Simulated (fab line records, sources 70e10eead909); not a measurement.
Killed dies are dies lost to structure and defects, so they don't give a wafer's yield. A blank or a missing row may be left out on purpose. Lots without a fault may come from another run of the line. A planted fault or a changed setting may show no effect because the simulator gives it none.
Which tool did it? | flow nand_harc | 6 lots, 18 wafers sampled, at 1 step of a route of 1302

WHAT THE GAUGES READ, wafer by wafer
NHARC_A_SIN_REMOVE_INSPECT_04.
lot  | measured     | on                | raw_defect_count
L578 | day 21 06:21 | defect_inspect-01 | 423 234 258
L579 | day 21 21:01 | defect_inspect-01 | 331 341 376
L582 | day 22 22:53 | defect_inspect-01 | 423 426 349
L590 | day 26 10:15 | defect_inspect-01 | 448 423 463
L595 | day 27 17:50 | defect_inspect-02 | 324 433 462
L597 | day 29 05:35 | defect_inspect-02 | 461 414 381

WHICH TOOL RAN EACH LOT (tool, then ch and the chambers of the sampled wafers, then the start)
The record holds no process step before these readings.

THE ANSWER, worked out from the rows above alone
Rule: what is usual is taken from the lots themselves. Put in order of their means at a reading, lots are off if they are a third of the lots or fewer, leave a main group of 4 or more, and stand apart from it by a gap of 3 or more times the standard deviation of the main group's means; of several such gaps the widest counts. A main group whose means are all the same, to the digits that the tables above print for the reading, isn't used. A lot without any number at a reading at which 4 lots or more have one is off too. The other lots that the step has rows for count as sound.
No lot is off at any reading shown: from this, nothing can be told.

WHAT THE SIMULATOR HAD PUT IN
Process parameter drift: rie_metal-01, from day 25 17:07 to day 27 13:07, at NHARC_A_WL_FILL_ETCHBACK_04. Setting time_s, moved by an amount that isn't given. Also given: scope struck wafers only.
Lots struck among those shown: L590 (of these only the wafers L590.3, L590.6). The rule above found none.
